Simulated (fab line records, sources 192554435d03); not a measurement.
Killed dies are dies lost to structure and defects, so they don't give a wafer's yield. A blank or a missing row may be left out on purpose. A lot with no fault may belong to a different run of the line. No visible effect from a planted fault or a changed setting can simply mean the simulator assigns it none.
What tool caused it?	flow n5_finfet	24 lots, 72 wafers sampled, at 6 steps of a route of 1938

WHAT THE GAUGES READ, wafer by wafer
N5_BEOL_M8_OVL_MEAS_12. Usual: M8_OVL typically reads 0.2 nm, with standard deviation 0.7.
lot	measured	on	M8_OVL (nm)	flag
L074	day 9 13:01	overlay-02	-0.1 0.2 0.1	
L075	day 9 15:37	overlay-02	0.4 0.3 0.5	
L076	day 9 19:37	overlay-02	-1.5 -0.9 -0.7	
L078	day 9 23:44	overlay-02	0.4 -0.5 -0.4	
L077	day 10 03:53	overlay-02	1.0 1.1 0.5	
L079	day 10 20:53	overlay-02	-0.1 1.0 0.3	
L080	day 11 08:25	overlay-02	1.0 0.4 0.8	
L081	day 11 13:17	overlay-01	-1.5 -0.3 -0.8	
L083	day 12 15:22	overlay-01	0.0 1.1 1.0	
L084	day 12 15:32	overlay-01	-0.4 -0.6 -0.6	
L087	day 12 14:53	overlay-02	0.1 0.7 0.4	
L082	day 12 19:20	overlay-01	0.3 -0.7 0.1	
L086	day 12 19:11	overlay-01	0.0 -0.4 -0.3	
L085	day 13 08:54	overlay-02	0.6 1.7 0.7	
L088	day 13 12:46	overlay-02	0.8 -0.4 1.2	
L089	day 14 03:19	overlay-01	0.1 -0.2 -0.2	
L090	day 14 06:41	overlay-01	0.2 -0.6 0.2	
L091	day 14 06:58	overlay-02	0.4 -0.7 0.3	
L092	day 14 14:26	overlay-02	-0.2 0.9 -0.1	
L093	day 14 14:43	overlay-02	0.6 0.5 0.6	
L094	day 14 17:37	overlay-02	0.3 0.9 1.0	
L095	day 14 21:38	overlay-01	0.0 0.7 -0.3	
L096	day 15 02:23	overlay-02	-0.3 0.3 0.3	
L097	day 16 01:07	overlay-01	-1.5 -0.1 -0.7	

EACH LOT AND THE TOOL THAT RAN IT (in order: tool; ch and the chambers of the sampled wafers; start)
lot	N5_BEOL_M7_STRIP_19	N5_BEOL_M7_VIA_ETCH_34	N5_BEOL_M7_SURFACE_TREAT_79	N5_BEOL_M7_CMP_52	N5_BEOL_M8_HM_DEP_02
L074	rie_diel-04 ch 1,2,3, day 9 06:30	rie_diel-05 ch 1,2,3, day 9 07:58	pvd_sputter-02, day 9 09:21	cmp-01 ch 0,3, day 9 10:27	pvd_sputter-03, day 9 12:23
L075	rie_diel-04 ch 0,1,2, day 9 08:34	rie_diel-04 ch 0,1, day 9 09:23	pvd_sputter-03, day 9 11:13	cmp-03 ch 1,2,3, day 9 12:39	pvd_sputter-03, day 9 14:59
L076	rie_diel-03 ch 0,2,3, day 9 13:37	rie_diel-03 ch 1,2, day 9 14:32	pvd_sputter-01, day 9 16:01	cmp-03 ch 0,1,3, day 9 17:05	pvd_sputter-02, day 9 19:05
L078	rie_diel-05 ch 0,1,3, day 9 15:40	rie_diel-03 ch 0,1, day 9 16:23	pvd_sputter-02, day 9 17:50	cmp-04 ch 2,3, day 9 18:41	pvd_sputter-03, day 9 23:20
L077	rie_diel-03 ch 0,2,3, day 9 19:44	rie_diel-05 ch 0,1,3, day 9 23:07	pvd_sputter-03, day 10 00:35	cmp-03 ch 0,1,3, day 10 02:10	pvd_sputter-02, day 10 03:22
L079	rie_diel-03 ch 0,1, day 10 12:35	rie_diel-05 ch 0,1, day 10 15:05	pvd_sputter-03, day 10 16:29	cmp-04 ch 2,3, day 10 17:22	pvd_sputter-03, day 10 20:22
L080	rie_diel-03 ch 0,1,2, day 11 01:56	rie_diel-04 ch 0,1,3, day 11 02:37	pvd_sputter-03, day 11 05:10	cmp-01 ch 0,2,3, day 11 06:02	pvd_sputter-01, day 11 07:53
L081	rie_diel-04 ch 1,2,3, day 11 07:17	rie_diel-04 ch 0,1,3, day 11 08:48	pvd_sputter-01, day 11 10:43	cmp-01 ch 0,2,3, day 11 11:33	pvd_sputter-03, day 11 12:44
L083	rie_diel-04 ch 0,3, day 12 06:29	rie_diel-03 ch 0,1,2, day 12 08:44	pvd_sputter-01, day 12 10:40	cmp-04 ch 0,1,2, day 12 11:43	pvd_sputter-02, day 12 14:50
L084	rie_diel-04 ch 1,2, day 12 06:34	rie_diel-05 ch 0,1, day 12 08:35	pvd_sputter-01, day 12 10:09	cmp-01 ch 0,3, day 12 11:15	pvd_sputter-02, day 12 14:56
L087	rie_diel-05 ch 0,1, day 12 06:46	rie_diel-04 ch 0,1,3, day 12 08:32	pvd_sputter-01, day 12 09:57	cmp-03 ch 1,3, day 12 11:01	pvd_sputter-02, day 12 14:21
L082	rie_diel-03 ch 2,3, day 12 10:38	rie_diel-03 ch 2,3, day 12 14:23	pvd_sputter-01, day 12 15:45	cmp-03 ch 0,1,3, day 12 16:49	pvd_sputter-01, day 12 18:44
L086	rie_diel-04 ch 2,3, day 12 10:55	rie_diel-05 ch 0,3, day 12 14:46	pvd_sputter-03, day 12 16:02	cmp-03 ch 0,1, day 12 17:10	pvd_sputter-01, day 12 18:38
L085	rie_diel-05 ch 2,3, day 12 23:19	rie_diel-03 ch 1,2, day 13 00:19	pvd_sputter-03, day 13 04:36	cmp-03 ch 0,2, day 13 05:29	pvd_sputter-01, day 13 08:29
L088	rie_diel-03 ch 0,1,2, day 13 03:04	rie_diel-05 ch 1,2,3, day 13 05:34	pvd_sputter-03, day 13 06:58	cmp-04 ch 1,2,3, day 13 08:29	pvd_sputter-03, day 13 12:14
L089	rie_diel-05 ch 0,1, day 13 18:34	rie_diel-04 ch 1,2,3, day 13 23:08	pvd_sputter-01, day 14 00:31	cmp-04 ch 1,2,3, day 14 01:31	pvd_sputter-02, day 14 02:55
L090	rie_diel-04 ch 0,1, day 13 22:02	rie_diel-05 ch 0,1,2, day 13 23:36	pvd_sputter-02, day 14 01:46	cmp-03 ch 0,1, day 14 03:01	pvd_sputter-01, day 14 06:10
L091	rie_diel-03 ch 0,1,3, day 14 00:32	rie_diel-04 ch 1,2,3, day 14 01:41	pvd_sputter-03, day 14 03:08	cmp-01 ch 0,2,3, day 14 04:29	pvd_sputter-01, day 14 06:25
L092	rie_diel-05 ch 0,1, day 14 07:04	rie_diel-05 ch 1,2,3, day 14 09:37	pvd_sputter-03, day 14 10:54	cmp-01 ch 1,2,3, day 14 12:04	pvd_sputter-03, day 14 13:57
L093	rie_diel-05 ch 0,1,2, day 14 07:08	rie_diel-05 ch 0,2,3, day 14 10:02	pvd_sputter-01, day 14 11:23	cmp-01 ch 0,1,2, day 14 12:33	pvd_sputter-01, day 14 14:11
L094	rie_diel-03 ch 2,3, day 14 11:47	rie_diel-05 ch 1,2,3, day 14 12:47	pvd_sputter-03, day 14 14:06	cmp-01 ch 0,2,3, day 14 15:19	pvd_sputter-03, day 14 17:05
L095	rie_diel-03 ch 0,3, day 14 14:18	rie_diel-05 ch 0,1,3, day 14 16:02	pvd_sputter-03, day 14 17:37	cmp-03 ch 0,3, day 14 19:15	pvd_sputter-03, day 14 21:13
L096	rie_diel-04 ch 0,1,3, day 14 17:46	rie_diel-05 ch 0,1,3, day 14 20:00	pvd_sputter-03, day 14 21:37	cmp-04 ch 0,1,3, day 14 22:47	pvd_sputter-01, day 15 01:59
L097	rie_diel-04 ch 0,2,3, day 15 13:50	rie_diel-05 ch 0,1,3, day 15 17:46	pvd_sputter-02, day 15 19:16	cmp-03 ch 0,2,3, day 15 21:19	pvd_sputter-01, day 16 00:35
- N5_BEOL_M7_STRIP_19: strips in O2.
- N5_BEOL_M7_VIA_ETCH_34: etches SiCOH lowk in C4F6/O2, target depth 125.5 nm, time 50.5 s.
- N5_BEOL_M7_SURFACE_TREAT_79
- N5_BEOL_M7_CMP_52: polishes, stops on SiCOH lowk, t overpolish 6.9 s, target thk 80 nm.
- N5_BEOL_M8_HM_DEP_02: deposits TiN, target thk 20 nm.

AS READ BY THE TOOLS THEMSELVES (means over the sampled wafers that have a number; for cases with no such wafer, the mark the record gives instead)
N5_BEOL_M7_STRIP_19. Usual: drypump_motor_current_A 5.5 A, standard deviation 0.4; o2_flow_sccm 224.9 sccm, standard deviation 0.72; oes_product_au 0.78 a.u., standard deviation 0.079; rf_vpp_V 3.7 V, standard deviation 0.61; showerhead_plenum_p_Torr 2.09 Torr, standard deviation 0.062; throttle_valve_pct 16.65 %, standard deviation 0.17.
lot	tool	drypump_motor_current_A (A)	o2_flow_sccm (sccm)	oes_product_au (a.u.)	rf_vpp_V (V)	showerhead_plenum_p_Torr (Torr)	throttle_valve_pct (%)	flag
L074	rie_diel-04	5.2	224.3	0.83	3.5	2.15	16.59	
L075	rie_diel-04	5.3	224.7	0.84	3.5	2.12	16.54	
L076	rie_diel-03	5.7	224.9	0.82	3.4	2.06	16.56	
L078	rie_diel-05	5.5	224.9	0.72	3.7	2.09	16.71	
L077	rie_diel-03	5.7	225.4	0.82	3.5	2.06	16.56	
L079	rie_diel-03	5.4	225.7	0.71	3.6	2.13	16.72	
L080	rie_diel-03	5.4	224.9	0.78	3.6	2.10	16.65	
L081	rie_diel-04	5.2	224.1	0.81	4.1	2.14	16.63	
L083	rie_diel-04	5.4	224.5	0.72	3.5	2.14	16.85	
L084	rie_diel-04	5.2	225.0	0.86	4.0	2.10	16.44	
L087	rie_diel-05	5.5	223.9	0.70	3.5	2.05	16.68	
L082	rie_diel-03	5.7	224.8	0.85	3.3	2.04	16.60	
L086	rie_diel-04	5.3	224.8	0.83	3.0	2.08	16.53	
L085	rie_diel-05	6.0	224.6	0.72	4.0	2.09	16.74	
L088	rie_diel-03	5.4	225.2	0.76	2.9	2.09	16.70	
L089	rie_diel-05	5.5	225.9	0.79	3.8	2.05	16.55	
L090	rie_diel-04	5.1	224.8	0.79	3.3	2.16	16.71	
L091	rie_diel-03	5.7	225.1	0.73	3.7	2.08	16.71	
L092	rie_diel-05	5.1	224.7	0.86	4.2	2.10	16.53	
L093	rie_diel-05	5.6	224.6	0.79	3.8	2.08	16.59	
L094	rie_diel-03	5.7	224.5	0.84	3.9	2.03	16.63	
L095	rie_diel-03	5.8	224.6	0.74	4.0	2.05	16.64	
L096	rie_diel-04	5.2	225.3	0.75	3.8	2.15	16.80	
L097	rie_diel-04	5.4	224.6	0.75	4.2	2.09	16.70	

N5_BEOL_M7_VIA_ETCH_34. Usual: drypump_motor_current_A 5.5 A, standard deviation 0.46; oes_product_au 0.76 a.u., standard deviation 0.077; rf_fwd_power_W 341.3 W, standard deviation 1.6; rf_vpp_V 666 V, standard deviation 7.9; showerhead_plenum_p_Torr 2.84 Torr, standard deviation 0.079; throttle_valve_pct 20.89 %, standard deviation 0.13.
lot	tool	drypump_motor_current_A (A)	oes_product_au (a.u.)	rf_fwd_power_W (W)	rf_vpp_V (V)	showerhead_plenum_p_Torr (Torr)	throttle_valve_pct (%)	flag
L074	rie_diel-05	5.9	0.74	340.4	666	2.81	20.82	
L075	rie_diel-04	5.1	0.82	341.1	661	2.95	20.94	
L076	rie_diel-03	5.3	0.78	341.9	667	2.89	20.98	
L078	rie_diel-03	5.5	0.73	341.5	662	2.87	20.86	
L077	rie_diel-05	5.4	0.72	341.0	662	2.83	20.89	
L079	rie_diel-05	5.1	0.71	342.3	664	2.86	20.92	
L080	rie_diel-04	5.2	0.77	340.6	665	2.93	21.02	
L081	rie_diel-04	5.3	0.76	341.7	665	2.93	21.03	
L083	rie_diel-03	5.4	0.76	340.9	666	2.84	20.91	
L084	rie_diel-05	5.1	0.70	341.6	664	2.85	20.94	
L087	rie_diel-04	5.3	0.76	342.0	665	2.92	21.04	
L082	rie_diel-03	5.9	0.82	342.2	670	2.77	20.86	
L086	rie_diel-05	5.1	0.69	342.2	669	2.88	20.99	
L085	rie_diel-03	5.4	0.81	342.5	671	2.83	20.93	
L088	rie_diel-05	5.9	0.72	340.1	666	2.80	20.87	
L089	rie_diel-04	5.2	0.80	342.7	666	2.91	20.96	
L090	rie_diel-05	5.6	0.80	340.9	668	2.82	20.80	
L091	rie_diel-04	5.1	0.79	342.4	666	2.91	20.95	
L092	rie_diel-05	5.9	0.72	340.7	666	2.80	20.89	
L093	rie_diel-05	5.6	0.79	340.8	673	2.86	20.84	
L094	rie_diel-05	5.9	0.72	340.7	666	2.80	20.88	
L095	rie_diel-05	5.4	0.78	341.5	662	2.82	20.83	
L096	rie_diel-05	5.4	0.78	341.8	662	2.82	20.83	
L097	rie_diel-05	5.5	0.77	341.5	663	2.81	20.83	

N5_BEOL_M7_CMP_52. Usual: barrier_field_endpoint_s 29.1 s, standard deviation 0.59; motor_current_A 6.0 A, standard deviation 0.47; overpolish_run_s 6.900 s, standard deviation 0.0097; time_to_endpoint_s 63.3 s, standard deviation 2.4.
lot	tool	barrier_field_endpoint_s (s)	motor_current_A (A)	overpolish_run_s (s)	time_to_endpoint_s (s)	flag
L074	cmp-01	29.3	5.4	6.908	63.2	
L075	cmp-03	29.7	6.2	6.890	64.6	
L076	cmp-03	29.7	6.1	6.893	62.8	
L078	cmp-04	29.0	6.4	6.899	61.2	
L077	cmp-03	29.1	6.0	6.899	62.2	
L079	cmp-04	28.6	6.5	6.903	60.3	
L080	cmp-01	28.7	5.8	6.902	63.4	
L081	cmp-01	29.3	5.7	6.897	63.1	
L083	cmp-04	29.9	6.5	6.899	66.7	
L084	cmp-01	29.5	5.6	6.891	65.0	
L087	cmp-03	29.9	5.8	6.901	65.0	
L082	cmp-03	28.6	6.1	6.900	62.5	
L086	cmp-03	29.6	6.3	6.904	64.4	
L085	cmp-03	28.4	6.0	6.900	63.4	
L088	cmp-04	28.6	6.5	6.900	62.9	
L089	cmp-04	29.1	6.5	6.908	62.5	
L090	cmp-03	28.9	6.5	6.907	62.3	
L091	cmp-01	29.6	5.6	6.898	67.0	
L092	cmp-01	29.5	5.9	6.918	65.5	
L093	cmp-01	28.8	5.8	6.899	64.0	
L094	cmp-01	29.3	5.6	6.894	63.8	
L095	cmp-03	28.6	5.8	6.911	59.3	
L096	cmp-04	29.2	6.3	6.894	65.0	
L097	cmp-03	28.6	5.7	6.901	62.2	

N5_BEOL_M8_HM_DEP_02. Usual: throttle_valve_pct 30.1 %, standard deviation 1.2.
lot	tool	throttle_valve_pct (%)	flag
L074	pvd_sputter-03	31.5	
L075	pvd_sputter-03	30.4	
L076	pvd_sputter-02	30.0	
L078	pvd_sputter-03	28.9	
L077	pvd_sputter-02	30.0	
L079	pvd_sputter-03	30.4	
L080	pvd_sputter-01	30.1	
L081	pvd_sputter-03	29.6	
L083	pvd_sputter-02	30.0	
L084	pvd_sputter-02	29.9	
L087	pvd_sputter-02	30.0	
L082	pvd_sputter-01	30.3	
L086	pvd_sputter-01	30.3	
L085	pvd_sputter-01	30.2	
L088	pvd_sputter-03	28.9	
L089	pvd_sputter-02	29.4	
L090	pvd_sputter-01	29.6	
L091	pvd_sputter-01	30.3	
L092	pvd_sputter-03	30.4	
L093	pvd_sputter-01	30.3	
L094	pvd_sputter-03	31.0	
L095	pvd_sputter-03	30.3	
L096	pvd_sputter-01	30.2	
L097	pvd_sputter-01	30.5	

THE ANSWER, worked out from the rows above alone
Rule: take the mean of a lot's wafers that have a number; if it is more than 3 standard deviations from the usual mean, the lot is off. A lot without any number at a reading at which 4 lots or more have one is off too. The other lots that the step has rows for count as sound. First the gauges in route order, then the tools' own readings, where a lot's mean is used as printed above. The first step at which some lot is off is used, and at that step the reading that is off furthest; a lot without a number counts as furthest.
No lot is off on any of the readings shown, so nothing can be concluded from this.

WHAT THE SIMULATOR HAD INSERTED
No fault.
